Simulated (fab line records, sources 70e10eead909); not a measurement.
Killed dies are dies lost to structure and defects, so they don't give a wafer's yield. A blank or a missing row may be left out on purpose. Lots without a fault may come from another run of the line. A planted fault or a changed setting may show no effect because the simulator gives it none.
fab line records | flow nand_harc | part 2 of 2: steps 24 to 33 of 33
record lots=5 wafers=15 last_day=32
route steps=1302 shown P_GATE@214 P_CONTACT@217
lots that met no fault: from a run of the same line without faults
start_h: hours from the record's first day to the start of the lot's first wafer shown | wait_h: hours since the lot's step before | " the same as in the row above | L1.1+2: a row that stands for several wafers | - no value, or no start given | * or withheld: withheld | < > ~ a bound
route shown NAME@n: a module of which the file shows steps, and the number in the route of the first | usual: mean/standard deviation of fault-free wafers | same: alike in all rows | chamber/n: place in a boat | sites: the reading at each site | _std_site: their standard deviation | _edge_site: outer sites' mean less inner sites' | radius_mm: how far each site lies from the wafer's centre | mask NAME#n: copy n | behind: the tool/chamber that last shaped the wafer | hold: why the lot was held/for how many hours/how that ended | device: the transistor (n, p or np) that didn't switch | end of line: the same wafers' tests at the end of the route | a step without rows: its recipe alone | killed: dies lost to structure and defects at the first sort, not the wafer's yield | map: a wafer's dies, x killed, . not, _ none there
set.NAME: the setting as run; set.NAME@STEP: as run at that earlier step | model.NAME: the simulator's own value behind a step, which no gauge read
lots at some steps of the route; a table a step, a row a wafer
services: from which hour (start_h, from the record's first day; less than 0 if before it) a tool's chamber was out of use, for how many hours, and why
## steps
# step NHARC_P_CONTACT_ETCH_18
# recipe target_depth_a=4810 time_s=240.5 c4f8_flow_sccm=20 o2_flow_sccm=10 ar_flow_sccm=withheld rf_w=600 bias_w=1500 chemistry=C4F8/O2/Ar
# usual oes_product_au=0.964/0.017 rf_vpp_V=980/5.8
# columns lot.wafer tool chamber start_h wait_h oes_product_au rf_hours_counter_h rf_vpp_V
L075.3 rie_diel-11 0 - - 0.972 1.0 986
L075.1 " 1 " " 0.969 0.9 977
L075.6 " 1 " " 0.959 - 977
L083.2 rie_diel-09 0 - - 0.962 1.8 974
L083.6 " 1 " " 0.971 - 983
L083.5 " 2 " " 0.945 - 973
L088.2 rie_diel-09 2 - - 0.977 4.5 973
L088.4 " 1 " " 0.963 4.6 982
L088.6 " 2 " " 0.976 - 974
L091.4 rie_diel-02 1 - - 0.962 3.2 971
L091.3 " 2 " " 0.984 3.9 972
L091.5 " 0 " " 0.955 - 987
L093.4 rie_diel-09 2 - - 0.941 5.8 973
L093.3 " 3 " " 0.954 5.6 988
L093.5 " 1 " " 0.962 - 981
# step NHARC_P_CONTACT_STRIP_37
# recipe c4f8_flow_sccm=withheld o2_flow_sccm=8 ar_flow_sccm=withheld bias_w=0 chemistry=C4F8/O2/Ar
# columns lot.wafer tool chamber start_h wait_h
L075.1+3+6 rie_diel-11 2,0,2 - -
L083.2+6+5 rie_diel-09 1,3,0 - -
L088.4+2+6 rie_diel-09 1,2,0 - -
L091.4+3+5 rie_diel-02 0,1,1 - -
L093.4+3+5 rie_diel-09 2,1,3 - -
# step NHARC_P_CONTACT_ETCH_31
# recipe target_depth_a=300 time_s=85.7 ion_energy_ev=120 over_etch_frac=1 ch3f_flow_sccm=50 o2_flow_sccm=30 ar_flow_sccm=200 rf_w=500 bias_w=100 chemistry=CH3F/O2
# usual drypump_motor_current_A=5.6/0.38 oes_product_au=0.981/0.013 rf_vpp_V=244.7/1.8 showerhead_plenum_p_Torr=2.48/0.11 throttle_valve_pct=20.663/0.0084
# same over_etch_frac=1
# columns lot.wafer tool chamber start_h wait_h drypump_motor_current_A oes_product_au rf_hours_counter_h rf_vpp_V showerhead_plenum_p_Torr throttle_valve_pct
L075.1 rie_diel-11 1 - - 5.0 0.980 1.0 243.8 2.45 20.659
L075.3 " 3 " " 5.9 0.983 1.1 245.1 2.53 20.669
L075.6 " 1 " " 5.0 0.973 - 245.8 2.45 20.658
L083.2 rie_diel-09 2 - - 6.0 0.960 2.6 242.0 2.35 20.658
L083.5 " 2 " " 6.0 0.967 - 241.2 2.35 20.649
L083.6 " 3 " " 5.3 0.972 - 247.7 2.62 20.645
L088.2 rie_diel-09 2 - - 6.0 0.980 4.6 240.8 2.35 20.665
L088.4 " 1 " " 5.0 0.981 4.7 245.8 2.52 20.660
L088.6 " 3 " " 5.3 0.977 - 245.4 2.62 20.668
L091.4 rie_diel-02 3 - - 6.2 0.990 3.6 246.1 2.58 20.660
L091.3 " 0 " " 5.5 0.969 2.9 246.3 2.60 20.672
L091.5 " 1 " " 5.7 0.976 - 242.6 2.33 20.676
L093.4 rie_diel-09 3 - - 5.3 0.968 5.7 245.4 2.62 20.650
L093.3 " 1 " " 5.0 0.984 5.9 245.7 2.52 20.658
L093.5 " 3 " " 5.3 0.961 - 246.0 2.62 20.649
# step NHARC_P_CONTACT_CD_MEAS_19
# usual cd_nm=90.4/2.2
# columns lot.wafer tool chamber start_h wait_h cd_nm
L075.1 cd_sem-03 - 130.31 - 95.6
L075.3 " - " " 89.8
L075.6 " - " " 88.6
L083.2 cd_sem-03 - 212.27 - 94.1
L083.5 " - " " 89.1
L083.6 " - " " 91.3
L088.2 cd_sem-03 - 264.01 - 88.9
L088.4 " - " " 90.5
L088.6 " - " " 87.0
L091.3 cd_sem-01 - 281.54 - 88.2
L091.4 " - " " 91.3
L091.5 " - " " 91.5
L093.3 cd_sem-01 - 306.49 - 88.7
L093.4 " - " " 86.6
L093.5 " - " " 93.0
# step NHARC_P_CONTACT_STRIP_28
# recipe o2_flow_sccm=500 ar_flow_sccm=0 bias_w=0 chemistry=O2
# usual drypump_motor_current_A=5.7/0.35 oes_product_au=1.003/0.012 rf_vpp_V=57.9/0.85 showerhead_plenum_p_Torr=3.58/0.15 throttle_valve_pct=17.036/0.0084
# columns lot.wafer tool chamber start_h wait_h drypump_motor_current_A oes_product_au rf_hours_counter_h rf_vpp_V showerhead_plenum_p_Torr throttle_valve_pct
L075.1 rie_diel-02 3 130.41 0.1 6.2 1.029 4.1 57.5 3.70 17.036
L075.3 " 0 " " 5.5 1.012 4.3 59.1 3.73 17.034
L075.6 " 2 " " 5.7 1.000 - 57.1 3.39 17.054
L083.2 rie_diel-02 2 212.39 0.1 5.7 1.000 7.7 57.0 3.38 17.038
L083.6 " 3 " " 6.2 1.029 - 58.5 3.70 17.037
L083.5 " 0 " " 5.5 0.994 - 58.1 3.73 17.024
L088.2 rie_diel-02 0 264.09 0.1 5.5 0.995 2.1 59.1 3.72 17.033
L088.4 " 2 " " 5.7 1.006 2.7 58.1 3.38 17.043
L088.6 " 0 " " 5.5 0.996 - 58.9 3.72 17.034
L091.3 rie_diel-11 2 281.61 0.1 5.5 0.996 0.7 59.3 3.64 17.049
L091.4 " 1 " " 5.0 0.993 0.6 56.5 3.51 17.035
L091.5 " 2 " " 5.5 1.006 - 58.3 3.64 17.041
L093.3 rie_diel-02 0 306.58 0.1 5.5 0.992 3.8 58.7 3.72 17.027
L093.4 " 2 " " 5.7 1.001 5.0 56.9 3.38 17.027
L093.5 " 1 " " 5.7 0.990 - 58.1 3.36 17.032
# step NHARC_P_CONTACT_STRIP_29
# recipe time_s=1200 temp_c=72.5 chemistry=post_etch_residue_remover
# columns lot.wafer tool chamber start_h wait_h
L075.3+1+6 wet_bench-01 6,0,3 130.57 -
L083.5+2+6 wet_bench-05 6,0,1 212.54 -
L088.4+2+6 wet_bench-07 7,3,4 264.27 -
L091.5+4+3 wet_bench-07 2,3,7 281.80 -
L093.4+3+5 wet_bench-01 0,3,4 306.77 -
# step NHARC_P_CONTACT_DEGAS_38
# recipe temp_c=300 time_s=60
# usual heater_power_w=470/48
# columns lot.wafer tool chamber start_h wait_h heater_power_w
L075.1 pvd_sputter-03 - 131.03 - 501
L075.3 " - " " 397
L075.6 " - " " 384
L083.2 pvd_sputter-01 - 213.01 - 529
L083.6 " - " " 504
L083.5 " - " " 427
L088.4 pvd_sputter-02 - 264.72 - 461
L088.2 " - " " 479
L088.6 " - " " 462
L091.4 pvd_sputter-01 - 282.26 - 532
L091.3 " - " " 533
L091.5 " - " " 514
L093.4 pvd_sputter-01 - 307.22 - 443
L093.3 " - " " 526
L093.5 " - " " 437
# step NHARC_P_CONTACT_PRE_CLEAN_39
# recipe time_s=19.5 bias_v=250 gas=Ar
# columns lot.wafer tool chamber start_h wait_h
L075.1+3+6 pvd_sputter-03 - - -
L083.2+6+5 pvd_sputter-01 - - -
L088.2+4+6 pvd_sputter-02 - - -
L091.4+3+5 pvd_sputter-01 - - -
L093.3+4+5 pvd_sputter-01 - - -
# step NHARC_P_CONTACT_PVD_32
# recipe target_thk_a=50 chamber_pressure_pa=5 power_w=5000 substrate_temp_c=200 time_s=17.7 material=Ti
# usual cathode_dc_power_W=5000.2/0.84 throttle_valve_pct=29.8/0.75
# columns lot.wafer tool chamber start_h wait_h cathode_dc_power_W throttle_valve_pct
L075.1 pvd_sputter-03 - - - 5000.3 29.6
L075.3 " - " " 4999.5 29.7
L075.6 " - " " 5000.1 30.4
L083.2 pvd_sputter-01 - - - 4999.8 28.4
L083.5 " - " " 5000.0 29.2
L083.6 " - " " 4999.5 28.7
L088.4 pvd_sputter-02 - - - 5000.6 29.7
L088.2 " - " " 4999.3 30.7
L088.6 " - " " 5000.0 30.3
L091.4 pvd_sputter-01 - - - 4999.3 28.1
L091.3 " - " " 4999.3 29.6
L091.5 " - " " 5000.9 29.0
L093.4 pvd_sputter-01 - - - 4999.4 29.9
L093.3 " - " " 5000.2 29.0
L093.5 " - " " 5000.6 29.4
# step NHARC_P_CONTACT_ALD_22
# recipe target_thk_a=30 pulse_time_s=1 ald_cycles=150 temp_c=450 material=TiN
# usual heater_power_outer_w=720/92 heater_power_w=1103/110 precursor_pulse_height_rel=0.999/0.021
# columns lot.wafer tool chamber start_h wait_h heater_power_outer_w heater_power_w precursor_pulse_height_rel since_wet_clean_h
L075.3 ald_metal-02 0 131.27 - 647 1032 0.995 45
L075.1 " 3 " " 628 915 0.977 45
L075.6 " 0 " " 638 1048 1.027 -
L083.2 ald_metal-02 2 213.24 - 840 1219 1.008 127
L083.6 " 1 " " 555 990 1.009 -
L083.5 " 2 " " 863 1225 1.011 -
L088.4 ald_metal-02 0 264.97 - 660 1083 1.003 1
L088.2 " 2 " " 773 1134 1.000 1
L088.6 " 1 " " 575 995 1.007 -
L091.4 ald_metal-01 3 282.49 - 672 1020 0.989 103
L091.3 " 0 " " 783 1084 0.982 103
L091.5 " 0 " " 759 1090 1.019 -
L093.4 ald_metal-02 0 307.46 - 654 1066 0.980 43
L093.3 " 2 " " 798 1155 0.973 44
L093.5 " 0 " " 679 1056 1.028 -
## services
# columns tool chamber start_h hours kind
rie_diel-02 3 107.16 4.2 repair
pecvd-03 1 124.33 2.0 repair
pecvd-01 - 130.15 13.0 pm
rie_diel-09 0 135.30 24.7 repair
rie_diel-09 - 143.25 9.0 pm
rtp_anneal-02 - 147.88 4.1 repair
litho_track-01 - 155.00 7.0 pm
wet_bench-07 - 160.00 8.0 pm
rie_diel-02 1 169.67 2.5 repair
rie_diel-09 0 175.29 4.2 repair
litho_track-06 - 179.00 7.0 pm
pecvd-03 - 185.00 13.0 pm
rie_diel-02 3 197.08 4.0 repair
litho_track-04 - 203.00 7.0 pm
rie_diel-11 3 210.32 36.4 repair
wet_bench-07 - 216.60 0.5 repair
rie_diel-02 - 216.93 9.0 pm
pvd_sputter-01 - 226.56 10.0 pm
ald_metal-02 - 254.00 10.0 pm
rie_diel-11 - 255.50 9.0 pm
pecvd-03 2 272.93 10.0 repair
ald_metal-02 3 281.87 24.6 repair
rie_diel-11 3 285.73 8.3 repair
ald_metal-02 0 286.46 2.3 repair
